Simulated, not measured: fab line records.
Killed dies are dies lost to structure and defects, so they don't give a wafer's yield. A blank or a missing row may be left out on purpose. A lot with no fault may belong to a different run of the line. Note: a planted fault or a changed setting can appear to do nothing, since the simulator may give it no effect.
Split-lot trial -- flow n5 finfet -- 21 wafers read across 7 lots, on a route 1938 steps long

== SPLIT DETAILS ==
At N5_HKMG_FIN_COAT_43 (resist thk 90 nm), the setting spin rpm was moved away from the recipe's 1500 rpm on 6 of the 21 wafers read, by -8.1% to +6.6%. For the rest of the wafers, this setting stayed at what the recipe calls for.

== FROM THE SPLIT TO THE READING: what the file shows between them, 6 steps ==
- N5_HKMG_FIN_EBR_45
- N5_HKMG_FIN_SOFTBAKE_44: time 60 s
- N5_HKMG_FIN_EXPOSE_46: exposes mask NDIPOLE
- N5_HKMG_FIN_PEB_47: peb time 60 s
- N5_HKMG_FIN_DEVELOP_48: develop time 30 s
- N5_HKMG_FIN_DESCUM_53: chemistry O2, time 7.9 s

== THE READING ==
CAR-ArF_of_HKMG_FIN_COAT_43.thk nm (the simulator's own value, which no gauge read), in nm, at N5_HKMG_FIN_ETCH_54 (etches SiARC in CF4, target depth 45.5 nm, time 75.8 s). The file gives no usual value for it. Across the 15 wafers here that went through the recipe, the average is 51.0 nm and the standard deviation 0.29 nm.

wafer,"tool, chamber at the split","spin rpm as run, rpm",against the recipe,"CAR-ArF_of_HKMG_FIN_COAT_43.thk nm, nm",against lot-mates on the recipe
L079.1,"litho track-03, 0",1378,-8.1%,54.6,+3.8
L079.3,"litho track-03, 0",1500,recipe,50.8,-
L079.6,"litho track-03, 0",1378,-8.1%,54.4,+3.6
L080.1,"litho track-04, 0",1451,-3.3%,51.8,+1.5
L080.2,"litho track-04, 0",1500,recipe,50.2,-
L080.4,"litho track-04, 0",1500,recipe,50.4,-
L082.3,"litho track-01, 0",1500,recipe,51,-
L082.4,"litho track-01, 0",1500,recipe,51,-
L082.5,"litho track-01, 0",1500,recipe,51.4,-
L083.2,"litho track-04, 0",1500,recipe,51,-
L083.6,"litho track-04, 0",1500,recipe,51,-
L083.3,"litho track-04, 0",1500,recipe,51.2,-
L090.3,"litho track-01, 0",1500,recipe,51,-
L090.6,"litho track-01, 0",1500,recipe,51,-
L090.5,"litho track-01, 0",1599,+6.6%,48,-3.0
L092.1,"litho track-01, 0",1387,-7.5%,54.4,+3.4
L092.5,"litho track-01, 0",1500,recipe,51,-
L092.6,"litho track-01, 0",1387,-7.5%,54.6,+3.6
L096.2,"litho track-04, 0",1500,recipe,51,-
L096.3,"litho track-04, 0",1500,recipe,51.2,-
L096.6,"litho track-04, 0",1500,recipe,51.2,-

THE FIT
A straight line over all 21 wafers: CAR-ArF_of_HKMG_FIN_COAT_43.thk nm changes by -0.446 nm for each +1% of spin rpm; r = -0.98; the points scatter about the line by 0.31 nm.
The same after taking each lot's own level away (the mean of its wafers on the recipe; 21 wafers): -0.458 nm for each +1%; r = -1.00; scatter 0.11 nm.
The reading moves by 3.7 nm for the largest change in spin rpm, on that fit.
Across the lots, their own levels run from 50.30 to 51.13 nm, a range of 2.8 times the standard deviation given above.
So the lot-to-lot level changes the slope little: the two slopes agree.
Check: for one of the wafers moved furthest among these (-8.1%), held out of the fit, the line's prediction against its lot-mates is +3.71 nm. It came out at +3.8 nm against them.

== THESE WAFERS: OTHER SPLITS ==
Other splits were also applied to these wafers ahead of the reading. Each is held against what the fit with the lots' levels taken away leaves over:
other split on the same wafers,wafers away from the commonest value,r with CAR-ArF_of_HKMG_FIN_COAT_43.thk nm (lot level and that fit taken away)
N5_SD_EPI_P_EXPOSE_06 dose mj,8,+0.06

== THE WHOLE CHAIN: every reading that the file lists as answering this split, in the file's order ==
step,what it does,reading,change (the file's fit),r (the file's)
N5_HKMG_FIN_COAT_43,resist thk 90 nm,"CAR-ArF_of_HKMG_FIN_COAT_43.thk nm (the simulator's own value, which no gauge read)",-0.467 nm for each +1% of the setting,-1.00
N5_HKMG_FIN_DEVELOP_48,develop time 30 s,"CAR-ArF_of_HKMG_FIN_COAT_43.thk nm (the simulator's own value, which no gauge read)",-0.483 nm for each +1% of the setting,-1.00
N5_HKMG_FIN_ETCH_54,"etches SiARC in CF4, target depth 45.5 nm, time 75.8 s","CAR-ArF_of_HKMG_FIN_COAT_43.thk nm (the simulator's own value, which no gauge read)",-0.458 nm for each +1% of the setting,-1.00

== THE FILE'S OWN FIT ==
CAR-ArF_of_HKMG_FIN_COAT_43.thk nm changes by -0.458 nm for each +1% of spin rpm, r = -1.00.
